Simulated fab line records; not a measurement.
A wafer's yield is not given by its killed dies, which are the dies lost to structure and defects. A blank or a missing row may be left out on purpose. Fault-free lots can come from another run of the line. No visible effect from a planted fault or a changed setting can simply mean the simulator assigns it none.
fab line records	flow n5Finfet
[record] lots = 24	wafers = 72	lastDay = 17
route steps=1938 shown MOL_CONTACT_COAG@588 BEOL_M0_SAQP@635
lots untouched by any fault: they come from a run of this same line in which no faults occurred
startH: start of the lot's first displayed wafer, in hours after the record's first day	waitH: hours from the lot's prior step to this one	" as in the row above	L1.1+2: a single row standing in for several wafers	- no value present, or no start provided	* or withheld: withheld	< > ~ a bound
route shown NAME@n: names a module that has steps shown in the file, with the first one's number in the route	usual: mean/standard deviation taken from wafers without a fault	same: alike in all rows	chamber/n: place in a boat	sites: readings site by site	_std_site: standard deviation of those values	_edge_site: inner sites' mean taken away from outer sites' mean	radiusMm: how far each site lies from the wafer's centre	mask NAME#n: copy n	behind: tool/chamber where the wafer was last shaped	hold: why the lot went on hold/how many hours it stayed there/how the hold came to an end	device: transistor that didn't switch, given as n, p or np	end of line: tests of these same wafers at the route's end	a step with no rows: only its recipe	killed: dies lost to structure and defects at the first sort, not the wafer's yield	map: shows each die of a wafer: x if killed, . if not, _ if none is there
set.NAME: the setting as run; set.NAME@STEP: as run at that earlier step	model.NAME: the simulator's own value behind a step, which no gauge read
steps of the route over a sample of lots; a table a step, a row a wafer
services: the hour from which a tool's chamber was out of use, counted from the record's first day as startH (under 0 if before that day), plus the number of hours and why
[[steps]]
[step N5_MOL_CONTACT_COAG_ETCH_47]
[recipe] chemistry = CH3F/O2	target = SiNx	targetDepthA = 270	maskMaterial = SiO2	stopOn = W	overEtchFrac = 0.2	ionEnergyEv = 120	endpoint = OES-CN	pressureMtorr = 30	sourceW = 395	biasW = 73	Ar_flow_sccm = 150	CH3F_flow_sccm = 30	O2_flow_sccm = 20	ends = endPoint
[usual] drypumpMotorCurrentA = 5.7/0.58	etchRfOnTimeS = 31.1/0.5	oesProductAu = 0.70/0.082	rfVppV = 302/7.8	showerheadPlenumPTorr = 2.01/0.072	throttleValvePct = 16.41/0.3
lot.wafer	tool	chamber	startH	waitH	drypumpMotorCurrentA	etchRfOnTimeS	oesProductAu	rfHoursCounterH	rfVppV	showerheadPlenumPTorr	throttleValvePct
L074.2	rieDiel-06	3	103.70	0.0	5.9	30.8	0.75	66	310	2.02	16.22
L074.3	"	1	"	"	4.8	31.6	0.64	183	289	1.97	16.44
L074.5	"	3	"	"	5.9	30.5	0.75	-	311	2.02	16.21
L075.1	rieDiel-04	3	105.05	0.0	6.2	31.1	0.71	96	305	1.95	16.62
L075.3	"	1	"	"	5.9	31.2	0.65	208	292	2.07	16.96
L075.5	"	2	"	"	5.7	31.4	0.61	-	308	1.95	16.48
L076.1	rieDiel-04	3	111.81	0.0	6.2	31.2	0.71	98	306	1.95	16.64
L076.3	"	1	"	"	5.9	31.1	0.64	210	291	2.07	16.98
L076.5	"	0	"	"	6.7	31.7	0.67	-	311	2.08	16.33
L077.1	rieDiel-06	0	116.55	0.0	6.2	31.4	0.62	222	291	1.96	16.68
L077.3	"	1	"	"	4.8	31.7	0.64	188	289	1.97	16.43
L077.6	"	2	"	"	5.1	31.6	0.73	-	307	2.14	16.14
L078.1	rieDiel-04	2	126.57	0.0	5.7	31.1	0.60	238	307	1.94	16.49
L078.3	"	1	"	"	5.9	30.5	0.65	216	292	2.07	16.98
L078.6	"	2	"	"	5.7	31.4	0.60	-	306	1.94	16.50
L079.1	rieDiel-06	1	130.48	0.0	4.8	31.5	0.64	192	290	1.97	16.44
L079.3	"	0	"	"	6.2	31.1	0.63	226	292	1.96	16.70
L079.6	"	1	"	"	4.8	31.5	0.64	-	289	1.97	16.45
L080.1	rieDiel-04	1	139.36	0.0	5.9	30.8	0.63	220	292	2.07	16.98
L080.3	"	3	"	"	6.2	31.2	0.70	107	306	1.95	16.64
L080.5	"	3	"	"	6.2	31.5	0.70	-	304	1.95	16.65
L081.2	rieDiel-06	2	140.15	0.0	5.1	31.4	0.71	74	308	2.14	16.15
L081.3	"	3	"	"	5.8	31.1	0.73	80	310	2.01	16.24
L081.5	"	2	"	"	5.1	31.2	0.71	-	307	2.14	16.15
L082.1	rieDiel-06	2	150.78	0.0	5.1	31.0	0.72	78	306	2.14	16.18
L082.2	"	3	"	"	5.9	30.7	0.73	84	311	2.01	16.26
L082.3	"	1	"	"	4.8	31.8	0.64	196	288	1.97	16.45
L083.2	rieDiel-04	0	154.99	0.0	6.7	30.9	0.67	173	310	2.07	16.37
L083.4	"	3	"	"	6.2	31.6	0.70	114	304	1.95	16.67
L083.5	"	3	"	"	6.2	31.3	0.69	-	306	1.95	16.66
L084.2	rieDiel-05	1	157.33	0.0	5.3	31.4	0.60	245	298	1.87	16.72
L084.3	"	3	"	"	6.3	30.0	0.88	1	308	2.04	16.10
L084.5	"	0	"	"	4.8	30.6	0.61	-	301	1.91	16.67
L085.3	rieDiel-05	1	165.17	0.0	5.3	30.9	0.61	248	299	1.87	16.72
L085.4	"	3	"	"	6.3	30.6	0.87	4	307	2.04	16.12
L085.6	"	1	"	"	5.3	31.2	0.60	-	300	1.87	16.74
L086.1	rieDiel-06	2	169.95	0.0	5.1	30.9	0.72	86	307	2.13	16.17
L086.3	"	3	"	"	5.9	30.8	0.72	92	310	2.01	16.29
L086.4	"	1	"	"	4.8	31.7	0.63	204	288	1.97	16.47
L087.1	rieDiel-05	0	176.69	0.0	4.8	30.7	0.61	242	301	1.90	16.69
L087.3	"	3	"	"	6.3	29.6	0.86	9	307	2.04	16.12
L087.6	"	3	"	"	6.4	29.9	0.86	-	308	2.04	16.14
L088.1	rieDiel-06	0	182.56	0.0	6.2	31.6	0.61	244	289	1.95	16.74
L088.3	"	3	"	"	5.9	31.1	0.72	97	310	2.01	16.28
L088.5	"	3	"	"	5.9	31.3	0.71	-	310	2.01	16.27
L089.4	rieDiel-05	3	189.80	0.0	6.3	29.8	0.84	13	308	2.04	16.12
L089.5	"	2	"	"	5.3	30.7	0.78	-	297	2.00	15.85
L089.6	"	3	"	"	6.3	29.5	0.85	-	306	2.04	16.13
L090.1	rieDiel-04	3	195.10	0.0	6.2	31.8	0.68	131	305	1.94	16.70
L090.2	"	0	"	"	6.7	31.5	0.65	190	310	2.07	16.39
L090.5	"	0	"	"	6.7	31.2	0.66	-	311	2.07	16.39
L091.2	rieDiel-04	2	200.30	0.0	5.7	31.1	0.85	7	306	1.94	16.07
L091.3	"	0	"	"	6.7	31.1	0.66	192	312	2.07	16.40
L091.4	"	3	"	"	6.2	31.4	0.68	132	303	1.94	16.69
L092.2	rieDiel-04	0	207.69	0.0	6.7	31.3	0.66	193	310	2.07	16.40
L092.5	"	2	"	"	5.7	31.1	0.85	-	307	1.94	16.09
L092.6	"	1	"	"	5.9	31.0	0.62	-	291	2.06	17.05
L093.2	rieDiel-05	2	214.48	0.0	5.3	30.7	0.75	61	295	2.00	15.85
L093.4	"	3	"	"	6.3	29.8	0.83	-	307	2.04	16.13
L093.5	"	1	"	"	5.3	30.1	0.86	-	304	2.12	16.27
L094.1	rieDiel-06	3	221.65	0.0	5.8	31.2	0.70	113	309	2.00	16.31
L094.4	"	2	"	"	5.1	31.2	0.68	-	308	2.13	16.22
L094.6	"	1	"	"	4.8	31.8	0.62	-	287	1.96	16.51
L095.1	rieDiel-04	0	222.46	0.0	6.7	31.1	0.66	200	309	2.07	16.41
L095.3	"	2	"	"	5.7	31.2	0.83	16	307	1.94	16.09
L095.4	"	0	"	"	6.7	30.7	0.66	-	311	2.06	16.43
L096.1	rieDiel-06	1	235.69	0.0	4.8	31.6	0.62	229	289	1.96	16.51
L096.3	"	2	"	"	5.1	31.3	0.69	111	308	2.12	16.23
L096.4	"	3	"	"	5.9	31.2	0.70	118	310	2.00	16.33
L097.2	rieDiel-06	3	243.17	0.0	5.9	31.1	0.69	120	311	2.00	16.32
L097.5	"	1	"	"	4.8	31.7	0.61	-	287	1.96	16.52
L097.6	"	2	"	"	5.1	31.4	0.68	-	307	2.12	16.24
[step N5_MOL_CONTACT_COAG_INSPECT_42]
[recipe] mode = adi	inspectInstrument = brightfield
[usual] rawDefectCount = 200/54
lot.wafer	tool	chamber	startH	waitH	rawDefectCount
L074.2	defectInspect-01	-	104.52	0.0	242
L074.3	"	-	"	"	175
L074.5	"	-	"	"	147
L075.1	defectInspect-02	-	105.81	0.1	198
L075.3	"	-	"	"	136
L075.5	"	-	"	"	190
L076.1	defectInspect-02	-	112.44	0.1	122
L076.3	"	-	"	"	113
L076.5	"	-	"	"	160
L077.1	defectInspect-01	-	117.19	0.1	231
L077.3	"	-	"	"	280
L077.6	"	-	"	"	291
L078.1	defectInspect-02	-	127.22	0.1	164
L078.3	"	-	"	"	177
L078.6	"	-	"	"	183
L079.1	defectInspect-01	-	131.27	0.1	267
L079.3	"	-	"	"	207
L079.6	"	-	"	"	287
L080.1	defectInspect-02	-	140.19	0.1	135
L080.3	"	-	"	"	258
L080.5	"	-	"	"	159
L081.2	defectInspect-01	-	140.79	0.0	171
L081.3	"	-	"	"	163
L081.5	"	-	"	"	168
L082.1	defectInspect-01	-	151.42	0.1	227
L082.2	"	-	"	"	288
L082.3	"	-	"	"	186
L083.2	defectInspect-01	-	155.76	0.0	218
L083.4	"	-	"	"	386
L083.5	"	-	"	"	321
L084.2	defectInspect-01	-	158.10	0.0	231
L084.3	"	-	"	"	247
L084.5	"	-	"	"	206
L085.3	defectInspect-01	-	165.93	0.0	109
L085.4	"	-	"	"	223
L085.6	"	-	"	"	152
L086.1	defectInspect-02	-	170.70	0.1	198
L086.3	"	-	"	"	174
L086.4	"	-	"	"	132
L087.1	defectInspect-01	-	177.33	0.1	110
L087.3	"	-	"	"	161
L087.6	"	-	"	"	201
L088.1	defectInspect-01	-	183.20	0.1	255
L088.3	"	-	"	"	224
L088.5	"	-	"	"	222
L089.4	defectInspect-01	-	190.56	0.0	194
L089.5	"	-	"	"	153
L089.6	"	-	"	"	175
L090.1	defectInspect-02	-	195.74	0.1	183
L090.2	"	-	"	"	251
L090.5	"	-	"	"	203
L091.2	defectInspect-02	-	200.93	0.0	175
L091.3	"	-	"	"	197
L091.4	"	-	"	"	149
L092.2	defectInspect-01	-	208.46	0.0	245
L092.5	"	-	"	"	213
L092.6	"	-	"	"	254
L093.2	defectInspect-02	-	215.24	0.0	152
L093.4	"	-	"	"	306
L093.5	"	-	"	"	137
L094.1	defectInspect-01	-	222.32	0.1	176
L094.4	"	-	"	"	161
L094.6	"	-	"	"	206
L095.1	defectInspect-01	-	223.10	0.1	137
L095.3	"	-	"	"	164
L095.4	"	-	"	"	125
L096.1	defectInspect-01	-	236.32	0.1	252
L096.3	"	-	"	"	132
L096.4	"	-	"	"	147
L097.2	defectInspect-01	-	243.98	0.0	219
L097.5	"	-	"	"	189
L097.6	"	-	"	"	178
[step N5_MOL_CONTACT_COAG_ETCHBACK_134]
[recipe] chemistry = CHF3	target = SiO2	targetDepthA = 100	timeS = 6.7	ionEnergyEv = 200	pressureMtorr = 30	sourceW = 610	biasW = 170	Ar_flow_sccm = 200	CHF3_flow_sccm = 50
[usual] drypumpMotorCurrentA = 5.7/0.58	oesProductAu = 0.80/0.11	rfVppV = 532/13	showerheadPlenumPTorr = 2.39/0.084	throttleValvePct = 18.8/0.33
lot.wafer	tool	chamber	startH	waitH	drypumpMotorCurrentA	oesProductAu	rfHoursCounterH	rfVppV	showerheadPlenumPTorr	throttleValvePct
L074.2	rieDiel-04	2	105.11	0.3	5.7	0.68	230	541	2.32	18.8
L074.3	"	1	"	"	5.9	0.72	208	513	2.47	19.4
L074.5	"	1	"	"	5.8	0.72	-	513	2.47	19.3
L075.1	rieDiel-05	2	106.34	0.1	5.3	0.92	20	520	2.40	18.1
L075.3	"	3	"	"	6.3	0.70	241	541	2.44	18.9
L075.5	"	3	"	"	6.3	0.71	-	541	2.44	18.9
L076.1	rieDiel-04	2	112.95	0.2	5.7	0.68	232	542	2.32	18.8
L076.3	"	3	"	"	6.2	0.80	98	540	2.33	19.1
L076.5	"	1	"	"	5.8	0.73	-	513	2.46	19.4
L077.1	rieDiel-04	1	117.61	0.2	5.8	0.72	212	514	2.46	19.4
L077.3	"	0	"	"	6.7	0.76	163	550	2.47	18.7
L077.6	"	1	"	"	5.8	0.72	-	515	2.46	19.4
L078.1	rieDiel-05	2	128.56	0.1	5.3	0.89	27	521	2.39	18.1
L078.3	"	0	"	"	4.8	0.70	222	528	2.28	19.0
L078.6	"	1	"	"	5.3	0.68	-	525	2.24	19.1
L079.1	rieDiel-06	0	131.62	0.1	6.2	0.69	226	515	2.35	19.1
L079.3	"	2	"	"	5.1	0.81	69	542	2.53	18.5
L079.6	"	2	"	"	5.1	0.81	-	541	2.53	18.5
L080.1	rieDiel-04	2	140.80	0.1	5.7	0.66	243	542	2.32	18.8
L080.3	"	3	"	"	6.2	0.78	108	539	2.33	19.1
L080.5	"	1	"	"	5.8	0.70	-	513	2.46	19.4
L081.2	rieDiel-06	2	141.46	0.1	5.1	0.81	74	541	2.53	18.5
L081.3	"	0	"	"	6.3	0.69	231	513	2.34	19.2
L081.5	"	0	"	"	6.3	0.69	-	514	2.34	19.1
L082.1	rieDiel-04	2	152.31	0.1	5.7	0.66	248	542	2.31	18.9
L082.2	"	3	"	"	6.2	0.77	113	539	2.33	19.1
L082.3	"	1	"	"	5.8	0.70	226	511	2.46	19.4
L083.2	rieDiel-05	2	156.10	0.1	5.3	0.88	39	521	2.39	18.2
L083.4	"	3	"	"	6.3	0.99	1	542	2.43	18.5
L083.5	"	3	"	"	6.3	0.99	-	541	2.43	18.5
L084.2	rieDiel-05	1	159.35	0.1	5.3	0.68	246	524	2.24	19.1
L084.3	"	2	"	"	5.3	0.87	40	520	2.39	18.2
L084.5	"	3	"	"	6.3	0.99	-	542	2.43	18.5
L085.3	rieDiel-05	1	166.66	0.1	5.3	0.67	249	526	2.24	19.1
L085.4	"	3	"	"	6.3	0.96	4	542	2.43	18.5
L085.6	"	2	"	"	5.3	0.86	-	519	2.39	18.2
L086.1	rieDiel-05	0	171.15	0.1	4.8	0.69	239	529	2.27	19.0
L086.3	"	2	"	"	5.3	0.87	45	520	2.39	18.2
L086.4	"	2	"	"	5.3	0.88	-	520	2.39	18.2
L087.1	rieDiel-06	0	177.74	0.2	6.3	0.69	243	514	2.34	19.2
L087.3	"	2	"	"	5.1	0.79	89	541	2.53	18.6
L087.6	"	3	"	"	5.9	0.80	-	547	2.40	18.7
L088.1	rieDiel-06	1	185.34	0.1	4.8	0.70	208	506	2.34	18.8
L088.3	"	0	"	"	6.2	0.68	245	513	2.34	19.1
L088.5	"	0	"	"	6.2	0.69	-	514	2.34	19.2
L089.4	rieDiel-05	2	191.04	0.1	5.3	0.86	52	520	2.38	18.2
L089.5	"	0	"	"	4.8	0.68	-	527	2.27	19.1
L089.6	"	1	"	"	5.3	1.00	-	535	2.52	18.7
L090.1	rieDiel-04	0	196.60	0.2	6.7	0.73	190	548	2.46	18.8
L090.2	"	2	"	"	5.7	0.96	6	542	2.31	18.5
L090.5	"	2	"	"	5.6	0.96	-	542	2.31	18.5
L091.2	rieDiel-04	3	201.28	0.1	6.2	0.76	133	537	2.32	19.1
L091.3	"	2	"	"	5.7	0.95	7	542	2.31	18.5
L091.4	"	0	"	"	6.7	0.73	192	550	2.46	18.8
L092.2	rieDiel-04	3	208.81	0.1	6.2	0.76	134	539	2.32	19.1
L092.5	"	3	"	"	6.2	0.75	-	539	2.32	19.1
L092.6	"	2	"	"	5.7	0.95	-	541	2.31	18.5
L093.2	rieDiel-05	3	215.59	0.1	6.3	0.92	22	541	2.42	18.5
L093.4	"	1	"	"	5.3	0.95	10	535	2.52	18.7
L093.5	"	0	"	"	4.8	1.04	-	536	2.55	18.7
L094.1	rieDiel-06	3	222.69	0.1	5.8	0.79	114	550	2.39	18.7
L094.4	"	3	"	"	5.9	0.78	-	548	2.39	18.7
L094.6	"	1	"	"	4.8	0.69	-	507	2.34	18.8
L095.1	rieDiel-05	3	223.45	0.1	6.3	0.91	27	541	2.42	18.6
L095.3	"	1	"	"	5.3	0.95	14	536	2.52	18.7
L095.4	"	2	"	"	5.3	0.84	65	519	2.38	18.2
L096.1	rieDiel-05	3	236.67	0.1	6.3	0.91	31	541	2.42	18.6
L096.3	"	2	"	"	5.3	0.85	69	519	2.38	18.2
L096.4	"	1	"	"	5.3	0.93	18	535	2.52	18.7
L097.2	rieDiel-06	3	244.62	0.3	5.9	0.78	121	549	2.39	18.7
L097.5	"	0	"	"	6.2	0.97	-	516	2.33	18.7
L097.6	"	1	"	"	4.8	0.69	-	507	2.33	18.9
[step N5_BEOL_M0_SAQP_PECVD_03]
[recipe] material = SiCN	targetThkA = 120	tempC = withheld	precursor = 3MS/NH3	pressureTorr = 3	rfW = 202	timeS = 21.1
[usual] showerheadPlenumPTorr = 3.669/0.014	throttleValvePct = 9.3/0.46
lot.wafer	tool	chamber	startH	waitH	showerheadPlenumPTorr	sinceWetCleanH	throttleValvePct
L074.2	pecvd-01	0	110.88	0.1	3.686	815	9.6
L074.3	"	1	"	"	3.662	1540	9.3
L074.5	"	1	"	"	3.652	-	9.0
L075.1	pecvd-02	0	113.34	0.1	3.656	998	9.6
L075.3	"	2	"	"	3.636	244	8.7
L075.5	"	0	"	"	3.665	-	9.5
L076.1	pecvd-04	2	118.21	0.1	3.662	431	8.7
L076.3	"	1	"	"	3.663	1910	9.5
L076.5	"	1	"	"	3.666	-	9.7
L077.1	pecvd-01	0	125.68	0.1	3.673	830	9.4
L077.3	"	2	"	"	3.678	76	8.6
L077.6	"	2	"	"	3.672	-	8.3
L078.1	pecvd-04	1	134.89	0.1	3.659	1926	9.8
L078.3	"	0	"	"	3.676	1201	10.0
L078.6	"	2	"	"	3.660	-	8.6
L079.1	pecvd-04	1	137.76	0.1	3.653	1929	9.6
L079.3	"	0	"	"	3.674	1204	9.9
L079.6	"	2	"	"	3.670	-	8.5
L080.1	pecvd-01	1	146.51	0.1	3.664	1575	9.1
L080.3	"	0	"	"	3.678	850	9.4
L080.5	"	0	"	"	3.680	-	9.7
L081.2	pecvd-04	0	149.89	0.1	3.681	1216	9.7
L081.3	"	1	"	"	3.657	1941	9.4
L081.5	"	2	"	"	3.673	-	8.7
L082.1	pecvd-02	0	157.84	0.1	3.661	1043	9.4
L082.2	"	2	"	"	3.644	289	8.6
L082.3	"	1	"	"	3.689	1768	9.2
L083.2	pecvd-02	1	161.78	0.1	3.694	1772	9.6
L083.4	"	1	"	"	3.687	-	9.4
L083.5	"	2	"	"	3.648	-	8.8
L084.2	pecvd-04	1	165.42	0.1	3.671	1957	9.7
L084.3	"	2	"	"	3.668	478	8.6
L084.5	"	1	"	"	3.658	-	9.8
L085.3	pecvd-01	1	173.57	0.1	3.663	1602	9.5
L085.4	"	1	"	"	3.679	-	9.4
L085.6	"	2	"	"	3.670	-	8.7
L086.1	pecvd-02	1	177.16	0.1	3.697	1787	9.5
L086.3	"	0	"	"	3.655	1062	9.7
L086.4	"	1	"	"	3.689	-	9.7
L087.1	pecvd-01	2	183.17	0.1	3.673	133	9.0
L087.3	"	1	"	"	3.656	1612	9.2
L087.6	"	0	"	"	3.679	-	9.5
L088.1	pecvd-01	1	190.40	0.1	3.659	1619	9.3
L088.3	"	0	"	"	3.684	894	9.8
L088.5	"	2	"	"	3.682	-	8.7
L089.4	pecvd-02	2	196.56	0.1	3.643	-	8.6
L089.5	"	1	"	"	3.696	-	9.8
L089.6	"	0	"	"	3.653	-	9.5
L090.1	pecvd-01	2	202.92	0.1	3.678	153	8.7
L090.2	"	1	"	"	3.661	1632	9.4
L090.5	"	1	"	"	3.669	-	9.2
L091.2	pecvd-04	0	207.20	0.1	3.673	1274	9.7
L091.3	"	2	"	"	3.667	520	8.5
L091.4	"	2	"	"	3.664	-	8.9
L092.2	pecvd-01	2	234.81	0.1	3.673	185	8.5
L092.5	"	1	"	"	3.675	-	9.3
L092.6	"	0	"	"	3.671	-	9.6
L093.2	pecvd-04	2	235.09	0.1	3.670	547	9.0
L093.4	"	2	"	"	3.665	-	8.8
L093.5	"	1	"	"	3.663	-	9.8
L094.1	pecvd-04	1	235.45	0.1	3.662	2027	9.5
L094.4	"	1	"	"	3.666	-	9.7
L094.6	"	0	"	"	3.678	-	9.6
L095.1	pecvd-02	2	235.71	0.1	3.641	367	9.0
L095.3	"	1	"	"	3.696	1846	9.7
L095.4	"	2	"	"	3.639	-	8.8
L096.1	pecvd-02	2	241.78	0.1	3.646	373	9.0
L096.3	"	1	"	"	3.692	1852	9.5
L096.4	"	2	"	"	3.651	-	8.7
L097.2	pecvd-01	0	250.00	0.1	3.666	954	9.6
L097.5	"	1	"	"	3.672	-	9.4
L097.6	"	2	"	"	3.672	-	8.8
[step N5_BEOL_M0_SAQP_MANDREL_ETCH_103]
[recipe] chemistry = HBr/Cl2	target = a-Si	targetDepthA = 450	btTimeS = 10	stopOn = SiCN	maskMaterial = SiO2	overEtchFrac = 0.8	timeS = 27	pressureMtorr = 10	icpW = 800	biasW = 75	HBr_flow_sccm = 150	Cl2_flow_sccm = 80	ends = endPoint
[usual] drypumpMotorCurrentA = 5.5/0.42	oesProductAu = 0.677/0.014	throttleValvePct = 35.4/0.43
lot.wafer	tool	chamber	startH	waitH	drypumpMotorCurrentA	oesProductAu	rfHoursCounterH	throttleValvePct
L074.2	rieSi-04	1	113.51	0.0	5.8	0.690	59	35.8
L074.3	"	3	"	"	5.1	0.658	136	35.2
L074.5	"	1	"	"	5.8	0.695	-	35.7
L075.1	rieSi-02	0	116.27	0.0	5.9	0.659	4	36.1
L075.3	"	3	"	"	5.5	0.663	8	35.3
L075.5	"	1	"	"	5.7	0.679	-	34.7
L076.1	rieSi-02	3	121.60	0.0	5.5	0.675	8	35.3
L076.3	"	0	"	"	5.9	0.676	4	36.1
L076.5	"	0	"	"	5.9	0.684	-	36.1
L077.1	rieSi-02	1	128.24	0.0	5.7	0.672	55	34.7
L077.3	"	0	"	"	5.9	0.658	5	36.1
L077.6	"	3	"	"	5.5	0.682	-	35.3
L078.1	rieSi-01	2	137.57	0.0	4.8	0.702	1	35.4
L078.3	"	1	"	"	5.1	0.682	103	35.4
L078.6	"	1	"	"	5.1	0.684	-	35.4
L079.1	rieSi-02	0	140.71	0.0	5.9	0.675	5	36.1
L079.3	"	1	"	"	5.7	0.682	56	34.7
L079.6	"	2	"	"	5.4	0.660	-	35.3
L080.1	rieSi-02	1	149.88	0.0	5.7	0.692	56	34.7
L080.3	"	3	"	"	5.5	0.674	9	35.3
L080.5	"	1	"	"	5.7	0.683	-	34.7
L081.2	rieSi-04	1	153.16	0.0	5.8	0.692	60	35.7
L081.3	"	2	"	"	5.1	0.685	129	35.4
L081.5	"	2	"	"	5.1	0.681	-	35.4
L082.1	rieSi-04	0	161.06	0.0	5.8	0.657	7	36.0
L082.2	"	3	"	"	5.1	0.640	137	35.2
L082.3	"	2	"	"	5.1	0.692	129	35.4
L083.2	rieSi-01	1	164.39	0.0	5.1	0.687	103	35.4
L083.4	"	2	"	"	4.8	0.711	1	35.4
L083.5	"	0	"	"	6.1	0.695	-	34.5
L084.2	rieSi-04	2	168.65	0.0	5.1	0.689	129	35.4
L084.3	"	0	"	"	5.8	0.673	7	36.0
L084.5	"	2	"	"	5.1	0.697	-	35.4
L085.3	rieSi-04	2	176.42	0.0	5.1	0.688	130	35.4
L085.4	"	0	"	"	5.8	0.670	7	35.9
L085.6	"	2	"	"	5.1	0.685	-	35.4
L086.1	rieSi-02	1	181.03	0.0	5.7	0.678	56	34.7
L086.3	"	2	"	"	5.4	0.659	62	35.3
L086.4	"	3	"	"	5.5	0.695	9	35.3
L087.1	rieSi-04	2	187.42	0.0	5.1	0.679	130	35.4
L087.3	"	0	"	"	5.8	0.673	7	36.0
L087.6	"	0	"	"	5.8	0.674	-	35.9
L088.1	rieSi-01	0	192.96	0.0	6.1	0.677	9	34.5
L088.3	"	3	"	"	6.5	0.655	3	35.1
L088.5	"	2	"	"	4.8	0.705	-	35.5
L089.4	rieSi-04	1	199.32	0.0	5.8	0.695	60	35.7
L089.5	"	3	"	"	5.1	0.666	-	35.2
L089.6	"	0	"	"	5.8	0.661	-	36.0
L090.1	rieSi-01	1	205.59	0.0	5.1	0.673	104	35.4
L090.2	"	2	"	"	4.8	0.699	2	35.4
L090.5	"	3	"	"	6.5	0.660	-	35.1
L091.2	rieSi-02	2	210.14	0.0	5.3	0.670	63	35.3
L091.3	"	1	"	"	5.8	0.682	57	34.7
L091.4	"	3	"	"	5.5	0.681	10	35.3
L092.2	rieSi-04	2	238.23	0.0	5.1	0.680	131	35.5
L092.5	"	2	"	"	5.1	0.696	-	35.4
L092.6	"	3	"	"	5.1	0.661	-	35.2
L094.1	rieSi-04	0	238.62	0.0	5.8	0.668	8	35.9
L094.4	"	2	"	"	5.0	0.696	131	35.4
L094.6	"	3	"	"	5.1	0.672	-	35.2
L093.2	rieSi-02	3	238.79	0.0	5.5	0.692	10	35.3
L093.4	"	0	"	"	5.8	0.676	7	36.1
L093.5	"	1	"	"	5.7	0.692	-	34.6
L095.1	rieSi-04	3	238.95	0.0	5.1	0.657	138	35.2
L095.3	"	2	"	"	5.1	0.671	131	35.4
L095.4	"	0	"	"	5.8	0.669	8	35.9
L096.1	rieSi-04	2	244.37	0.0	5.1	0.678	131	35.5
L096.3	"	0	"	"	5.9	0.664	8	35.9
L096.4	"	3	"	"	5.1	0.657	138	35.2
L097.2	rieSi-01	1	252.68	0.0	5.1	0.685	105	35.4
L097.5	"	0	"	"	6.1	0.690	-	34.5
L097.6	"	3	"	"	6.4	0.659	-	35.1
[step N5_BEOL_M0_SAQP_CD_MEAS_29]
[recipe] targetCdNm = 14.4	landingEnergyEv = 1000	detector = seInlens
[usual] cdNm = 14.99/0.25
lot.wafer	tool	chamber	startH	waitH	cdNm
L074.2	cdSem-02	0	115.92	0.1	15.06
L074.3	"	0	"	"	14.88
L074.5	"	0	"	"	14.95
L075.1	cdSem-01	0	117.92	0.1	14.76
L075.3	"	0	"	"	15.00
L075.5	"	0	"	"	14.85
L076.1	cdSem-02	0	123.18	0.1	15.33
L076.3	"	0	"	"	14.38
L076.5	"	0	"	"	14.22
L077.1	cdSem-03	0	129.94	0.1	15.42
L077.3	"	0	"	"	14.74
L077.6	"	0	"	"	15.23
L078.1	cdSem-02	0	139.74	0.1	14.66
L078.3	"	0	"	"	15.16
L078.6	"	0	"	"	15.19
L079.1	cdSem-01	0	142.70	0.1	15.26
L079.3	"	0	"	"	15.01
L079.6	"	0	"	"	15.25
L080.1	cdSem-02	0	151.59	0.1	15.30
L080.3	"	0	"	"	15.19
L080.5	"	0	"	"	14.68
L081.2	cdSem-02	0	155.36	0.1	14.69
L081.3	"	0	"	"	15.24
L081.5	"	0	"	"	14.89
L082.1	cdSem-01	0	163.82	0.1	15.25
L082.2	"	0	"	"	15.05
L082.3	"	0	"	"	14.98
L083.2	cdSem-01	0	166.10	0.1	14.77
L083.4	"	0	"	"	14.58
L083.5	"	0	"	"	14.67
L084.2	cdSem-01	0	170.72	0.1	15.04
L084.3	"	0	"	"	15.12
L084.5	"	0	"	"	15.32
L085.3	cdSem-01	0	178.00	0.1	14.93
L085.4	"	0	"	"	14.92
L085.6	"	0	"	"	15.25
L086.1	cdSem-03	0	183.27	0.1	14.99
L086.3	"	0	"	"	14.98
L086.4	"	0	"	"	14.76
L087.1	cdSem-01	0	190.52	0.1	15.37
L087.3	"	0	"	"	15.04
L087.6	"	0	"	"	14.75
L088.1	cdSem-01	0	195.02	0.1	15.01
L088.3	"	0	"	"	14.72
L088.5	"	0	"	"	14.77
L089.4	cdSem-02	0	202.09	0.1	15.00
L089.5	"	0	"	"	14.98
L089.6	"	0	"	"	14.87
L090.1	cdSem-02	0	207.55	0.1	14.69
L090.2	"	0	"	"	14.95
L090.5	"	0	"	"	15.37
L091.2	cdSem-03	0	211.72	0.1	15.16
L091.3	"	0	"	"	15.05
L091.4	"	0	"	"	15.22
L092.2	cdSem-03	0	241.65	0.1	15.27
L092.5	"	0	"	"	15.23
L092.6	"	0	"	"	15.32
L093.2	cdSem-01	0	241.87	0.1	14.98
L093.4	"	0	"	"	14.99
L093.5	"	0	"	"	14.70
L094.1	cdSem-01	0	242.06	0.1	14.75
L094.4	"	0	"	"	15.32
L094.6	"	0	"	"	15.56
L095.1	cdSem-03	0	242.39	0.1	15.10
L095.3	"	0	"	"	15.31
L095.4	"	0	"	"	14.83
L096.1	cdSem-03	0	246.37	0.1	15.13
L096.3	"	0	"	"	15.08
L096.4	"	0	"	"	14.87
L097.2	cdSem-02	0	254.32	0.1	15.01
L097.5	"	0	"	"	14.65
L097.6	"	0	"	"	14.64
[[services]]
tool	chamber	startH	hours	kind
pecvd-01	1	88.23	5.4	repair
rieSi-02	2	119.16	18.9	repair
rieSi-01	1	129.08	2.1	repair
rieDiel-05	3	133.54	-	clean
pecvd-02	-	137.52	0.7	repair
rieDiel-04	0	138.65	5.3	repair
rieSi-01	-	144.24	2.8	pm
rieSi-04	0	145.61	4.8	repair
rieDiel-06	0	147.08	5.7	repair
rieDiel-04	2	159.67	-	clean
rieDiel-04	2	159.67	-	consumableReplace:focusRing
rieDiel-04	2	159.67	21.8	scheduledDown
rieDiel-04	2	159.67	21.8	ventCycle
rieDiel-06	0	197.25	-	clean
rieDiel-06	0	197.25	-	consumableReplace:focusRing
rieDiel-06	0	197.25	35.3	scheduledDown
rieDiel-06	0	197.25	35.3	ventCycle
pecvd-02	1	205.67	4.9	repair
rieDiel-04	1	214.39	-	clean
rieDiel-04	1	214.39	-	consumableReplace:focusRing
rieDiel-04	1	214.39	16.8	scheduledDown
rieDiel-04	1	214.39	16.8	ventCycle
rieDiel-04	1	235.62	8.8	repair
rieDiel-05	3	239.05	115.1	repair
[[key]]
fault none
